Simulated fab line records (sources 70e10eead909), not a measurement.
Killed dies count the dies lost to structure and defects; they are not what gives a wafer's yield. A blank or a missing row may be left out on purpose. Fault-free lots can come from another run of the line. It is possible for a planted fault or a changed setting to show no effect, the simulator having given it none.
fab line records | flow nand_harc
record: lots: 6 wafers: 18 last_day: 33
route steps=1302 shown A_ZERO_WELL@412 A_SOURCE_PLATE@413 A_ONON_D1@424 END@1302
lots untouched by any fault: they come from a run of this same line in which no faults occurred
start_h: hours from the record's first day to the start of the lot's first wafer shown | wait_h: how many hours have passed since the lot's step before this one | " repeats the value in the row above | L1.1+2: a row that stands for several wafers | - no value, or no start given | * or withheld: withheld | < > ~ a bound
route shown NAME@n: NAME is a module with steps in the file, n the number in the route of the first one | usual: mean/standard deviation taken from wafers without a fault | same: alike in all rows | chamber/n: place in a boat | sites: each site's reading | _std_site: standard deviation across them | _edge_site: inner sites' mean taken away from outer sites' mean | radius_mm: for every site, how far away it sits from the centre of the wafer | mask NAME#n: copy n | behind: the last tool/chamber to shape the wafer | hold: what put the lot on hold/how long, in hours/how the hold closed | device: names the non-switching transistor (n, p or np) | end of line: the same wafers' tests at the end of the route | where a step has no rows: the recipe by itself | killed: dies that structure and defects cost at the first sort, which is not the same as the wafer's yield | map: shows each die of a wafer: x if killed, . if not, _ if none is there
set.NAME: the run value of the setting; set.NAME@STEP: its run value at that earlier step | model.NAME: the simulator's own value behind a step, which no gauge read
lots seen at some steps along the route; tables by step, rows by wafer
services: from which hour (start_h, from the record's first day; less than 0 if before it) a tool's chamber was out of use, for how many hours, and why
== steps ==
step: NHARC_A_ZERO_WELL_INSPECT_17
usual: raw_defect_count: 10/5.8
columns lot.wafer tool chamber start_h wait_h raw_defect_count
L702.3 defect_inspect-02 - 154.28 0.1 8
L702.4 " - " " 10
L702.6 " - " " 5
L706.2 defect_inspect-01 - 203.25 0.1 5
L706.4 " - " " 5
L706.6 " - " " 3
L707.1 defect_inspect-02 - 217.73 0.2 7
L707.2 " - " " 3
L707.5 " - " " 20
L717.1 defect_inspect-01 - 312.44 0.2 18
L717.2 " - " " 16
L717.5 " - " " 16
L721.1 defect_inspect-01 - 348.12 0.2 8
L721.4 " - " " 11
L721.5 " - " " 12
L723.1 defect_inspect-02 - 370.28 0.2 9
L723.4 " - " " 17
L723.5 " - " " 20
step: NHARC_A_SOURCE_PLATE_PRECLEAN_00
recipe: time_s: 60 chemistry: HF-LAST
step: NHARC_A_SOURCE_PLATE_SRD_01
step: NHARC_A_SOURCE_PLATE_OXIDE_02
recipe: target_thk_a: 100 temp_c: 900 ox_time_s: 1362 material: SiO2
step: NHARC_A_SOURCE_PLATE_THK_MEAS_09
recipe: thk_meas_gauge: ellipsometry
usual: thk_nm: 9.7/1
columns lot.wafer tool chamber start_h wait_h thk_nm
L702.3 film_metro-02 - 163.64 0.4 9.5
L702.4 " - " " 8.2
L702.6 " - " " 9.6
L706.2 film_metro-02 - 210.06 0.4 9.1
L706.4 " - " " 9.8
L706.6 " - " " 9.0
L707.1 film_metro-01 - 228.68 0.4 10.9
L707.2 " - " " 8.7
L707.5 " - " " 8.6
L717.1 film_metro-01 - 320.11 0.4 8.5
L717.2 " - " " 9.6
L717.5 " - " " 10.3
L721.1 film_metro-01 - 354.95 0.4 8.2
L721.4 " - " " 10.0
L721.5 " - " " 9.0
L723.1 film_metro-01 - 377.92 0.4 9.5
L723.4 " - " " 11.1
L723.5 " - " " 11.0
step: NHARC_A_SOURCE_PLATE_PVD_04
recipe: target_thk_a: 500 material: WSi2
step: NHARC_A_SOURCE_PLATE_CVD_03
recipe: target_thk_a: 2000 temp_c: 620 pressure_mtorr: 200 time_s: 4000 material: poly-Si
step: NHARC_A_SOURCE_PLATE_ANNEAL_05
recipe: temp_c: 850 time_s: 1800
step: NHARC_A_SOURCE_PLATE_THK_MEAS_06
recipe: thk_meas_gauge: ellipsometry
usual: thk_nm: 200.9/2.2
columns lot.wafer tool chamber start_h wait_h thk_nm
L702.3 film_metro-02 - 176.73 0.4 199.0
L702.4 " - " " 200.4
L702.6 " - " " 200.7
L706.2 film_metro-01 - 223.11 0.4 203.9
L706.4 " - " " 201.6
L706.6 " - " " 205.2
L707.1 film_metro-01 - 241.68 0.4 201.4
L707.2 " - " " 203.5
L707.5 " - " " 202.5
L717.1 film_metro-02 - 333.13 0.4 200.9
L717.2 " - " " 198.1
L717.5 " - " " 199.2
L721.1 film_metro-02 - 367.39 0.4 197.6
L721.4 " - " " 198.2
L721.5 " - " " 196.9
L723.1 film_metro-01 - 390.75 0.4 202.2
L723.4 " - " " 202.5
L723.5 " - " " 201.8
step: NHARC_A_SOURCE_PLATE_INSPECT_08
usual: raw_defect_count: 55/22
columns lot.wafer tool chamber start_h wait_h raw_defect_count
L702.3 defect_inspect-01 - 176.84 0.0 29
L702.4 " - " " 54
L702.6 " - " " 37
L706.2 defect_inspect-02 - 223.22 0.0 59
L706.4 " - " " 56
L706.6 " - " " 31
L707.1 defect_inspect-01 - 241.74 0.0 123
L707.2 " - " " 68
L707.5 " - " " 108
L717.1 defect_inspect-02 - 333.24 0.0 65
L717.2 " - " " 39
L717.5 " - " " 27
L721.1 defect_inspect-02 - 367.45 0.0 76
L721.4 " - " " 108
L721.5 " - " " 69
L723.1 defect_inspect-01 - 390.86 0.0 68
L723.4 " - " " 54
L723.5 " - " " 84
step: NHARC_A_ONON_D1_DEP_00
recipe: target_thk_a: 10000 n2_flow_sccm: 2750 n2o_flow_sccm: 2000 nh3_flow_sccm: 500 sih4_flow_sccm: 210 temp_c: 400
usual: n2o_flow_sccm: 2000/6.4
columns lot.wafer tool chamber start_h wait_h n2o_flow_sccm
L702.3 pecvd_onon-02 0 177.02 0.2 2007
L702.4 " 0 " " 2016
L702.6 " 0 " " 2014
L706.2 pecvd_onon-02 0 223.35 0.1 2001
L706.4 " 0 " " 1995
L706.6 " 0 " " 1995
L707.1 pecvd_onon-02 0 241.81 0.1 2001
L707.2 " 0 " " 1996
L707.5 " 0 " " 1990
L717.1 pecvd_onon-04 0 333.30 0.1 2012
L717.2 " 0 " " 2013
L717.5 " 0 " " 2010
L721.1 pecvd_onon-04 0 367.52 0.1 2000
L721.4 " 0 " " 2001
L721.5 " 0 " " 2006
L723.1 pecvd_onon-02 0 390.93 0.1 2001
L723.4 " 0 " " 1997
L723.5 " 0 " " 2009
step: NHARC_A_ONON_D1_THK_MEAS_02
recipe: thk_meas_gauge: ellipsometry
usual: thk_nm: 1002/8.3
columns lot.wafer tool chamber start_h wait_h thk_nm
L702.3 film_metro-01 - 177.42 - 989
L702.4 " - " " 990
L702.6 " - " " 990
L706.2 film_metro-02 - 223.80 - 651
L706.4 " - " " 654
L706.6 " - " " 652
L707.1 film_metro-01 - 242.31 - 655
L707.2 " - " " 653
L707.5 " - " " 654
L717.1 film_metro-01 - 333.81 - 990
L717.2 " - " " 990
L717.5 " - " " 988
L721.1 film_metro-01 - 368.03 - 1010
L721.4 " - " " 1008
L721.5 " - " " 1012
L723.1 film_metro-02 - 391.43 - 993
L723.4 " - " " 995
L723.5 " - " " 994
step: NHARC_A_ONON_D1_DEP_03
recipe: target_thk_a: 10000 n2_flow_sccm: 2750 n2o_flow_sccm: 2000 nh3_flow_sccm: 500 sih4_flow_sccm: 210 temp_c: 400
step: NHARC_END_SORT_01
recipe: temp_c: 25
usual: killed_at_array: 55/20 killed_at_other: 1.1/1.2 killed_at_periphery: 3.8/2.8 killed_dies: 60/19 killed_open: 3.4/1.9 killed_short: 2.2/1.5
same: gross_dies: 677
columns lot.wafer tool chamber start_h wait_h killed_at_array killed_at_other killed_at_periphery killed_dies killed_open killed_short
L702.3 prober-02 0 577.61 3.1 79 0 3 82 4 1
L702.4 prober-02 0 578.42 3.4 70 0 3 73 2 5
L702.6 prober-02 0 580.04 4.0 64 0 1 65 0 3
L707.1 prober-02 0 633.31 2.5 673 4 0 677 3 7
L707.2 prober-02 0 634.11 2.8 676 1 0 677 2 1
L707.5 prober-02 0 636.51 3.7 670 4 3 677 3 2
L706.2 prober-01 0 641.93 2.8 669 2 6 677 2 3
L706.4 prober-01 0 643.56 3.4 670 2 5 677 1 2
L706.6 prober-01 0 645.18 4.1 670 3 4 677 3 7
L723.1 prober-01 0 780.59 2.5 73 3 1 77 5 1
L723.4 prober-01 0 782.98 3.4 66 2 5 73 5 3
L723.5 prober-01 0 783.77 3.7 67 1 0 68 2 2
killed by level:class
L702.3 A_CHANNEL_HOLE_D2:chamber_film_flake=40 A_SLIT:chamber_film_flake=26 A_CONTACT:chamber_film_flake=4 A_M1:chamber_film_flake=3 P_GATE:geometric_particle:open=2 P_M0:geometric_particle:open=1 A_CHANNEL_HOLE_D1:geometric_particle:short=1 A_BLC:geometric_particle:open=1
L702.4 A_CHANNEL_HOLE_D2:chamber_film_flake=32 A_SLIT:chamber_film_flake=21 A_CHANNEL_HOLE_D1:chamber_film_flake=4 A_CONTACT:chamber_film_flake=3 P_GATE:chamber_film_flake=2 P_CONTACT:geometric_particle:short=1 A_CHANNEL_FILL_D1:geometric_particle:short=1 A_CHANNEL_FILL_D1:geometric_particle:open=1
L702.6 A_CHANNEL_HOLE_D2:chamber_film_flake=30 A_SLIT:chamber_film_flake=21 A_STAIRCASE:chamber_film_flake=6 A_CONTACT:chamber_film_flake=3 A_WL_FILL:geometric_particle:short=2 A_SGD_CUT:geometric_particle:short=1 P_STI:chamber_film_flake=1 A_WL_FILL:chamber_film_flake=1
L707.1 A_ONON_D1:area_dep=637 A_CHANNEL_HOLE_D2:chamber_film_flake=16 A_CHANNEL_HOLE_D1:chamber_film_flake=5 A_ONON_D2:geometric_particle:short=2 A_WL_FILL:geometric_particle:short=2 A_STAIRCASE:chamber_film_flake=2 A_CONTACT:chamber_film_flake=2 THIN_TSV:chamber_film_flake=2
L707.2 A_ONON_D1:area_dep=647 A_CHANNEL_HOLE_D2:chamber_film_flake=12 A_SLIT:chamber_film_flake=3 A_CONTACT:chamber_film_flake=3 A_ZERO_WELL:chamber_film_flake=2 A_CHANNEL_HOLE_D1:chamber_film_flake=2 A_STAIRCASE:chamber_film_flake=2 A_SOURCE_PLATE:geometric_particle:open=1
L707.5 A_ONON_D1:area_dep=648 A_CHANNEL_HOLE_D2:chamber_film_flake=11 A_CHANNEL_HOLE_D1:chamber_film_flake=4 THIN_TSV:chamber_film_flake=4 P_M0:geometric_particle:open=1 P_M2:geometric_particle:short=1 A_WL_FILL:geometric_particle:open=1 A_WL_FILL:geometric_particle:short=1
L706.2 A_ONON_D1:area_dep=604 A_CHANNEL_HOLE_D1:chamber_film_flake=40 A_CHANNEL_HOLE_D2:chamber_film_flake=12 P_ZERO_WELL:chamber_film_flake=2 P_CONTACT:chamber_film_flake=2 A_DECK1_JOINT:chamber_film_flake=2 A_WL_FILL:chamber_film_flake=2 THIN_TSV:chamber_film_flake=2
L706.4 A_ONON_D1:area_dep=618 A_CHANNEL_HOLE_D1:chamber_film_flake=28 A_CHANNEL_HOLE_D2:chamber_film_flake=11 A_STAIRCASE:chamber_film_flake=3 P_ZERO_WELL:chamber_film_flake=2 P_CONTACT:chamber_film_flake=2 A_CHANNEL_FILL_D2:chamber_film_flake=2 A_CONTACT:chamber_film_flake=2
L706.6 A_ONON_D1:area_dep=606 A_CHANNEL_HOLE_D1:chamber_film_flake=31 A_CHANNEL_HOLE_D2:chamber_film_flake=15 A_DECK1_JOINT:chamber_film_flake=3 A_WL_FILL:geometric_particle:short=2 A_CONTACT:chamber_film_flake=2 THIN_TSV:chamber_film_flake=2 P_CONTACT:geometric_particle:short=1
L723.1 A_SLIT:chamber_film_flake=26 A_CHANNEL_HOLE_D2:chamber_film_flake=20 A_CHANNEL_HOLE_D1:chamber_film_flake=12 A_CONTACT:chamber_film_flake=5 THIN_TSV:chamber_film_flake=3 A_STAIRCASE:chamber_film_flake=2 P_M1:geometric_particle:open=1 A_CHANNEL_FILL_D1:geometric_particle:short=1
L723.4 A_SLIT:chamber_film_flake=23 A_CHANNEL_HOLE_D2:chamber_film_flake=16 A_CHANNEL_HOLE_D1:chamber_film_flake=13 A_CHANNEL_FILL_D1:chamber_film_flake=3 A_CONTACT:chamber_film_flake=3 P_ZERO_WELL:chamber_film_flake=2 THIN_TSV:chamber_film_flake=2 P_GATE:geometric_particle:open=1
L723.5 A_SLIT:chamber_film_flake=30 A_CHANNEL_HOLE_D2:chamber_film_flake=22 A_CHANNEL_HOLE_D1:chamber_film_flake=7 A_ONON_D1:geometric_particle:short=1 A_CONTACT:geometric_particle:open=1 A_BLC:geometric_particle:short=1 A_M0:geometric_particle:open=1 A_CHANNEL_FILL_D1:chamber_film_flake=1
map L706.2 (x killed, . not)
____________x____________
_________xxxxxxx_________
_______xxxxxxxxxxx_______
______xxxxxxxxxxxxx______
_____xxxxxxxxxxxxxxx_____
____xxxxxxxxxxxxxxxxx____
____xxxxxxxxxxxxxxxxx____
___xxxxxxxxxxxxxxxxxxx___
___xxxxxxxxxxxxxxxxxxx___
__xxxxxxxxxxxxxxxxxxxxx__
__xxxxxxxxxxxxxxxxxxxxx__
_xxxxxxxxxxxxxxxxxxxxxxx_
_xxxxxxxxxxxxxxxxxxxxxxx_
_xxxxxxxxxxxxxxxxxxxxxxx_
_xxxxxxxxxxxxxxxxxxxxxxx_
_xxxxxxxxxxxxxxxxxxxxxxx_
xxxxxxxxxxxxxxxxxxxxxxxxx
xxxxxxxxxxxxxxxxxxxxxxxxx
xxxxxxxxxxxxxxxxxxxxxxxxx
xxxxxxxxxxxxxxxxxxxxxxxxx
xxxxxxxxxxxxxxxxxxxxxxxxx
_xxxxxxxxxxxxxxxxxxxxxxx_
_xxxxxxxxxxxxxxxxxxxxxxx_
_xxxxxxxxxxxxxxxxxxxxxxx_
_xxxxxxxxxxxxxxxxxxxxxxx_
_xxxxxxxxxxxxxxxxxxxxxxx_
__xxxxxxxxxxxxxxxxxxxxx__
__xxxxxxxxxxxxxxxxxxxxx__
___xxxxxxxxxxxxxxxxxxx___
___xxxxxxxxxxxxxxxxxxx___
____xxxxxxxxxxxxxxxxx____
____xxxxxxxxxxxxxxxxx____
_____xxxxxxxxxxxxxxx_____
______xxxxxxxxxxxxx______
_______xxxxxxxxxxx_______
_________xxxxxxx_________
____________x____________
map L707.1 (x killed, . not)
____________x____________
_________xxxxxxx_________
_______xxxxxxxxxxx_______
______xxxxxxxxxxxxx______
_____xxxxxxxxxxxxxxx_____
____xxxxxxxxxxxxxxxxx____
____xxxxxxxxxxxxxxxxx____
___xxxxxxxxxxxxxxxxxxx___
___xxxxxxxxxxxxxxxxxxx___
__xxxxxxxxxxxxxxxxxxxxx__
__xxxxxxxxxxxxxxxxxxxxx__
_xxxxxxxxxxxxxxxxxxxxxxx_
_xxxxxxxxxxxxxxxxxxxxxxx_
_xxxxxxxxxxxxxxxxxxxxxxx_
_xxxxxxxxxxxxxxxxxxxxxxx_
_xxxxxxxxxxxxxxxxxxxxxxx_
xxxxxxxxxxxxxxxxxxxxxxxxx
xxxxxxxxxxxxxxxxxxxxxxxxx
xxxxxxxxxxxxxxxxxxxxxxxxx
xxxxxxxxxxxxxxxxxxxxxxxxx
xxxxxxxxxxxxxxxxxxxxxxxxx
_xxxxxxxxxxxxxxxxxxxxxxx_
_xxxxxxxxxxxxxxxxxxxxxxx_
_xxxxxxxxxxxxxxxxxxxxxxx_
_xxxxxxxxxxxxxxxxxxxxxxx_
_xxxxxxxxxxxxxxxxxxxxxxx_
__xxxxxxxxxxxxxxxxxxxxx__
__xxxxxxxxxxxxxxxxxxxxx__
___xxxxxxxxxxxxxxxxxxx___
___xxxxxxxxxxxxxxxxxxx___
____xxxxxxxxxxxxxxxxx____
____xxxxxxxxxxxxxxxxx____
_____xxxxxxxxxxxxxxx_____
______xxxxxxxxxxxxx______
_______xxxxxxxxxxx_______
_________xxxxxxx_________
____________x____________
== services ==
columns tool chamber start_h hours kind
pecvd_onon-02 - 185.00 13.0 pm
pecvd_onon-04 - 311.20 13.0 pm
pecvd_onon-04 - 363.54 1.1 repair
pecvd_onon-02 - 366.00 13.0 pm
== key ==
first_sign: step: NHARC_A_ONON_D1_THK_MEAS_02 reading: thk_nm direction: down sigmas: 42 usual: 1002 struck: 653
effect: step: NHARC_END_SORT_01 reading: killed_dies direction: up sigmas: 32 usual: 60 struck: 677
more_kills_born_at: NHARC_A_ONON_D1_DEP_00@pecvd_onon-02: 3760
met_at NHARC_A_ONON_D1_DEP_00
struck_wafers L706.2,L706.4,L706.6,L707.1,L707.2,L707.5
later_rows_left_out L706.2,L706.4,L706.6,L707.1,L707.2,L707.5
tester_left_out L706,L707
onset_between 177.02 223.35
fault: kind: process_parameter_drift tool: pecvd_onon-02 chamber: - onset_h: 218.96 steps: NHARC_A_ONON_D1_DEP_00 channel: target_thk_a offset: * shape: step end_h: 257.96 acts_in: * stated: *
tester_left_out: of these lots the tester's yield and bins aren't shown, on N5 and GAA mostly nor the transistor test; their killed dies are dies lost to structure and defects alone, not to doping, threshold or leakage, so they don't give the yield
later_rows_left_out: the simulator's readings of these wafers behind a module that went badly wrong aren't trusted and aren't shown, but for the sort
